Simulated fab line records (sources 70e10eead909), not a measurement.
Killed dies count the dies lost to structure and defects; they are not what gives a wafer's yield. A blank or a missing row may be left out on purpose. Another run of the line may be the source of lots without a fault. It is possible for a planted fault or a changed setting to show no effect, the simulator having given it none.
fab line records ; flow nandHarc
record: lots: 13; wafers: 39; lastDay: 33
route steps=1302 shown A_CHANNEL_HOLE_D1@489 A_CHANNEL_FILL_D1@495
lots that met no fault: taken from a fault-free run of the same line
startH: hours from the record's first day to the start of the lot's first wafer shown ; waitH: hours since the lot's step before ; " same as the row above ; L1.1+2: several wafers, shown together as one row ; - either no value or no given start ; * or withheld: withheld ; < > ~ a bound
route shown NAME@n: names a module that has steps shown in the file, with the first one's number in the route ; usual: mean and standard deviation over wafers with no fault ; same: alike in all rows ; chamber/n: place in a boat ; sites: each site's reading ; _std_site: standard deviation of those values ; _edge_site: mean of outer sites minus mean of inner sites ; radiusMm: for every site, how far away it sits from the centre of the wafer ; mask NAME#n: copy n ; behind: the most recent tool/chamber to have shaped the wafer ; hold: reason for holding the lot/hours on hold/outcome of the hold ; device: transistor that didn't switch, given as n, p or np ; end of line: the same wafers' tests at the end of the route ; step lacking rows: just its recipe ; killed: dies that structure and defects cost at the first sort, which is not the same as the wafer's yield ; map: shows each die of a wafer: x if killed, . if not, _ if none is there
set.NAME: the setting that was run; set.NAME@STEP: the one run at that earlier step ; model.NAME: the simulator's own value behind a step, which no gauge read
steps of the route over a sample of lots; a table a step, a row a wafer
services: the hour from which a tool's chamber was out of use, counted from the record's first day as startH (under 0 if before that day), plus the number of hours and why
== steps ==
step: NHARC_A_CHANNEL_HOLE_D1_INSPECT_40
usual: rawDefectCount: 70/28
lot.wafer;tool;chamber;startH;waitH;rawDefectCount
L727.3;defectInspect-01;-;182.62;-;89
L727.4;defectInspect-01;-;182.62;-;93
L727.6;defectInspect-01;-;182.62;-;90
L728.1;defectInspect-01;-;192.72;-;28
L728.2;defectInspect-01;-;192.72;-;50
L728.4;defectInspect-01;-;192.72;-;19
L729.2;defectInspect-01;-;209.87;-;44
L729.4;defectInspect-01;-;209.87;-;59
L729.5;defectInspect-01;-;209.87;-;34
L733.3;defectInspect-01;-;245.37;-;75
L733.5;defectInspect-01;-;245.37;-;108
L733.6;defectInspect-01;-;245.37;-;108
L734.4;defectInspect-02;-;259.59;-;95
L734.5;defectInspect-02;-;259.59;-;72
L734.6;defectInspect-02;-;259.59;-;104
L735.2;defectInspect-02;-;270.78;-;58
L735.4;defectInspect-02;-;270.78;-;86
L735.5;defectInspect-02;-;270.78;-;48
L736.2;defectInspect-01;-;277.39;-;38
L736.4;defectInspect-01;-;277.39;-;48
L736.6;defectInspect-01;-;277.39;-;36
L737.1;defectInspect-02;-;292.21;-;46
L737.2;defectInspect-02;-;292.21;-;38
L737.4;defectInspect-02;-;292.21;-;43
L738.3;defectInspect-01;-;294.22;-;114
L738.4;defectInspect-01;-;294.22;-;116
L738.6;defectInspect-01;-;294.22;-;112
L744.2;defectInspect-02;-;355.98;-;106
L744.4;defectInspect-02;-;355.98;-;129
L744.6;defectInspect-02;-;355.98;-;149
L747.2;defectInspect-02;-;391.44;-;50
L747.5;defectInspect-02;-;391.44;-;55
L747.6;defectInspect-02;-;391.44;-;71
L748.3;defectInspect-01;-;400.98;-;48
L748.5;defectInspect-01;-;400.98;-;48
L748.6;defectInspect-01;-;400.98;-;32
L750.3;defectInspect-02;-;422.76;-;51
L750.5;defectInspect-02;-;422.76;-;51
L750.6;defectInspect-02;-;422.76;-;53
step: NHARC_A_CHANNEL_FILL_D1_ALD_15
recipe: targetThkA: 20; pulseTimeS: 60; aldCycles: 19; tempC: 630; pressureTorr: 2; material: SiNx
usual: precursorPulseHeightRel: 1.003/0.019
lot.wafer;tool;chamber;startH;waitH;precursorPulseHeightRel
L727.3;aldSinBatch-02;0;-;-;0.995
L727.4;aldSinBatch-02;0;-;-;1.008
L727.6;aldSinBatch-02;0;-;-;1.004
L728.1;aldSinBatch-01;0;-;-;1.014
L728.2;aldSinBatch-01;0;-;-;1.018
L728.4;aldSinBatch-01;0;-;-;1.018
L729.2;aldSinBatch-01;0;-;-;1.031
L729.4;aldSinBatch-01;0;-;-;0.990
L729.5;aldSinBatch-01;0;-;-;0.988
L733.3;aldSinBatch-02;0;-;-;0.999
L733.5;aldSinBatch-02;0;-;-;0.994
L733.6;aldSinBatch-02;0;-;-;0.978
L734.4;aldSinBatch-03;0;-;-;0.987
L734.5;aldSinBatch-03;0;-;-;1.025
L734.6;aldSinBatch-03;0;-;-;0.989
L735.2;aldSinBatch-03;0;-;-;0.994
L735.4;aldSinBatch-03;0;-;-;0.989
L735.5;aldSinBatch-03;0;-;-;1.019
L736.2;aldSinBatch-03;0;-;-;0.994
L736.4;aldSinBatch-03;0;-;-;1.001
L736.6;aldSinBatch-03;0;-;-;0.984
L737.1;aldSinBatch-02;0;-;-;0.996
L737.2;aldSinBatch-02;0;-;-;1.016
L737.4;aldSinBatch-02;0;-;-;1.013
L738.3;aldSinBatch-02;0;-;-;1.045
L738.4;aldSinBatch-02;0;-;-;1.013
L738.6;aldSinBatch-02;0;-;-;0.978
L744.2;aldSinBatch-03;0;-;-;1.006
L744.4;aldSinBatch-03;0;-;-;0.997
L744.6;aldSinBatch-03;0;-;-;0.997
L747.2;aldSinBatch-02;0;-;-;0.997
L747.5;aldSinBatch-02;0;-;-;0.971
L747.6;aldSinBatch-02;0;-;-;1.023
L748.3;aldSinBatch-02;0;-;-;1.021
L748.5;aldSinBatch-02;0;-;-;1.016
L748.6;aldSinBatch-02;0;-;-;1.013
L750.3;aldSinBatch-02;0;-;-;0.986
L750.5;aldSinBatch-02;0;-;-;0.993
L750.6;aldSinBatch-02;0;-;-;0.989
step: NHARC_A_CHANNEL_FILL_D1_ALD_25
recipe: targetThkA: 600; pulseTimeS: 10; aldCycles: 600; tempC: 300; material: SiOx
usual: heaterPowerOuterW: 263/31; heaterPowerW: 454/48; precursorPulseHeightRel: 0.999/0.021
lot.wafer;tool;chamber;startH;waitH;heaterPowerOuterW;heaterPowerW;precursorPulseHeightRel
L727.4;aldHk-02;0;218.74;0.0;288;483;1.016
L727.3;aldHk-02;3;220.58;1.9;246;468;0.987
L727.6;aldHk-02;0;220.58;1.9;301;479;0.992
L728.4;aldHk-03;3;229.20;0.0;259;435;1.005
L728.2;aldHk-03;0;229.20;0.0;310;538;0.993
L728.1;aldHk-03;1;229.20;0.0;202;371;0.993
L729.4;aldHk-03;0;247.25;0.7;311;540;0.998
L729.2;aldHk-03;1;247.25;0.7;196;389;0.967
L729.5;aldHk-03;3;249.10;2.5;256;451;1.014
L733.3;aldHk-04;3;282.13;1.9;254;412;1.044
L733.5;aldHk-04;0;282.13;1.9;251;496;0.978
L733.6;aldHk-04;1;282.13;1.9;296;504;0.982
L734.4;aldHk-03;3;298.48;0.0;251;429;0.964
L734.5;aldHk-03;3;300.93;2.5;256;441;1.003
L734.6;aldHk-03;0;300.93;2.5;312;547;0.994
L735.2;aldHk-04;1;310.65;0.1;296;520;1.037
L735.4;aldHk-04;2;310.65;0.1;236;468;1.015
L735.5;aldHk-04;1;313.17;2.6;297;525;0.993
L736.2;aldHk-03;3;316.55;0.7;254;441;1.010
L736.4;aldHk-03;1;317.81;1.9;196;377;1.057
L736.6;aldHk-03;3;319.06;3.2;257;458;0.954
L738.3;aldHk-02;1;331.21;0.0;275;470;1.000
L738.4;aldHk-02;0;333.06;1.9;307;501;1.011
L738.6;aldHk-02;2;334.29;3.1;228;386;1.013
L737.2;aldHk-03;3;331.82;0.7;255;440;1.020
L737.4;aldHk-03;0;331.82;0.7;310;527;0.989
L737.1;aldHk-03;1;331.82;0.7;200;373;1.025
L744.4;aldHk-04;1;395.79;2.5;303;513;1.013
L744.2;aldHk-04;2;397.04;3.8;235;461;0.948
L744.6;aldHk-04;0;399.53;6.3;255;491;0.980
L747.2;aldHk-02;0;429.81;1.9;287;481;0.998
L747.5;aldHk-02;1;429.81;1.9;284;453;1.027
L747.6;aldHk-02;2;429.81;1.9;222;379;0.988
L748.3;aldHk-03;0;439.24;1.9;331;553;0.992
L748.5;aldHk-03;1;439.24;1.9;194;369;1.003
L748.6;aldHk-03;2;439.24;1.9;278;418;1.009
L750.3;aldHk-02;2;460.34;1.3;215;385;0.978
L750.6;aldHk-02;0;461.58;2.5;282;476;1.041
L750.5;aldHk-02;1;461.58;2.5;280;476;1.031
step: NHARC_A_CHANNEL_FILL_D1_ETCHBACK_08
recipe: targetDepthA: 2200; timeS: 110; c4f8FlowSccm: 20; arFlowSccm: withheld; rfW: 600; biasW: 300; chemistry: C4F8
usual: chamberPressureMTorr: 25.000/0.024; oesProductAu: 0.96/0.036; rfVppV: 439.1/2.2; runLengthS: 131.4/0.41
lot.wafer;tool;chamber;startH;waitH;chamberPressureMTorr;oesProductAu;rfHoursCounterH;rfVppV;runLengthS
L727.4;rieDiel-07;2;224.30;-;24.981;0.93;6;440.7;131.5
L727.3;rieDiel-07;3;224.30;-;24.996;0.94;6;437.7;131.2
L727.6;rieDiel-07;0;224.30;-;25.014;0.96;-;436.5;131.5
L728.2;rieDiel-10;3;234.71;-;24.993;0.93;9;442.6;131.5
L728.4;rieDiel-10;0;234.71;-;24.994;0.91;10;438.9;131.1
L728.1;rieDiel-10;1;234.71;-;25.002;0.92;10;437.1;131.4
L729.2;rieDiel-11;1;252.19;-;25.016;0.91;8;438.7;131.9
L729.4;rieDiel-11;2;252.19;-;25.011;0.99;-;437.6;130.9
L729.5;rieDiel-11;3;252.19;-;24.984;0.92;-;438.7;131.2
L733.3;rieDiel-07;1;285.84;-;24.959;0.93;10;437.8;131.2
L733.6;rieDiel-07;0;285.84;-;25.027;0.94;-;437.6;131.9
L733.5;rieDiel-07;1;285.84;-;25.032;0.92;-;438.0;131.7
L734.4;rieDiel-10;0;304.00;-;25.011;0.97;3;439.4;131.5
L734.5;rieDiel-10;0;304.00;-;24.991;0.97;-;439.6;131.0
L734.6;rieDiel-10;1;304.00;-;24.981;0.97;-;437.4;131.7
L735.2;rieDiel-10;2;316.30;-;25.033;0.98;2;441.2;130.9
L735.4;rieDiel-10;3;316.30;-;24.993;1.00;2;442.2;131.0
L735.5;rieDiel-10;2;316.30;-;24.979;0.99;-;440.7;130.9
L736.4;rieDiel-07;0;321.54;-;25.011;1.00;1;437.1;131.6
L736.2;rieDiel-07;3;321.54;-;25.003;0.99;1;437.2;131.0
L736.6;rieDiel-07;1;321.54;-;24.988;1.00;-;437.4;131.1
L738.3;rieDiel-11;3;336.76;-;24.999;1.00;2;439.1;131.0
L738.4;rieDiel-11;1;336.76;-;24.998;0.99;3;438.4;132.3
L738.6;rieDiel-11;0;336.76;-;25.004;1.00;-;445.7;131.4
L737.1;rieDiel-07;3;336.76;-;25.025;0.98;2;438.0;131.3
L737.2;rieDiel-07;0;336.76;-;25.051;1.01;2;436.5;131.4
L737.4;rieDiel-07;1;336.76;-;25.010;1.00;3;439.8;131.6
L744.4;rieDiel-11;1;402.63;-;25.022;0.91;5;438.2;132.2
L744.2;rieDiel-11;2;402.63;-;24.988;0.93;5;437.7;130.7
L744.6;rieDiel-11;1;402.63;-;25.042;0.92;-;439.7;131.9
L747.2;rieDiel-07;0;433.53;-;25.019;0.93;9;438.2;194.9
L747.6;rieDiel-07;2;433.53;-;25.014;0.92;-;438.6;194.7
L747.5;rieDiel-07;3;433.53;-;25.012;0.92;-;437.3;194.4
L748.3;rieDiel-07;2;442.98;-;25.016;0.93;11;439.5;194.6
L748.5;rieDiel-07;0;442.98;-;24.999;0.93;-;438.6;194.9
L748.6;rieDiel-07;1;442.98;-;24.977;0.92;-;438.0;194.5
L750.3;rieDiel-11;1;464.67;-;24.968;1.00;2;438.5;131.7
L750.6;rieDiel-11;1;464.67;-;24.992;0.99;-;439.4;132.1
L750.5;rieDiel-11;2;464.67;-;25.011;0.99;-;436.0;130.6
== services ==
tool;chamber;startH;hours;kind
aldHk-02;-;172.20;10.0;pm
rieDiel-07;0;175.20;-;clean
aldHk-03;-;214.15;10.0;pm
rieDiel-11;-;225.46;0.4;repair
rieDiel-10;-;242.50;9.0;pm
rieDiel-11;0;245.41;31.4;repair
rieDiel-11;-;255.50;9.0;pm
aldHk-04;-;255.83;10.0;pm
aldSinBatch-01;-;259.57;241.9;repair
aldSinBatch-02;-;266.00;26.0;pm
rieDiel-10;3;269.82;7.9;repair
rieDiel-11;3;272.24;9.0;repair
rieDiel-07;0;272.50;3.1;repair
rieDiel-07;3;277.61;6.7;repair
rieDiel-07;-;294.20;9.0;pm
rieDiel-10;2;296.37;4.9;repair
rieDiel-10;3;321.38;2.0;repair
aldHk-02;-;350.20;10.0;pm
aldHk-03;-;392.15;10.0;pm
rieDiel-11;0;413.29;30.1;repair
rieDiel-10;-;419.50;9.0;pm
rieDiel-11;-;432.50;9.0;pm
aldHk-04;-;433.83;10.0;pm
rieDiel-11;2;450.85;4.7;repair
== key ==
firstSign: step: NHARC_A_CHANNEL_FILL_D1_ETCHBACK_08; reading: runLengthS; direction: up; sigmas: 99+; usual: *; struck: *
effect none on later readings
metAt NHARC_A_CHANNEL_FILL_D1_ETCHBACK_08
struckLots L747,L748
testerLeftOut L747,L748
notActingAt NHARC_A_CHANNEL_HOLE_D1_INSPECT_40,NHARC_A_CHANNEL_FILL_D1_ALD_15,NHARC_A_CHANNEL_FILL_D1_ALD_25
onsetBetween 336.76 433.53
fault: kind: processParameterDrift; tool: rieDiel-07; chamber: -; onsetH: 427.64; steps: NHARC_A_CHANNEL_FILL_D1_ETCHBACK_08; channel: timeS; offset: *; shape: step; endH: 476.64; actsIn: *; stated: *
testerLeftOut: of these lots the tester's yield and bins aren't shown, on N5 and GAA mostly nor the transistor test; their killed dies are dies lost to structure and defects alone, not to doping, threshold or leakage, so they don't give the yield
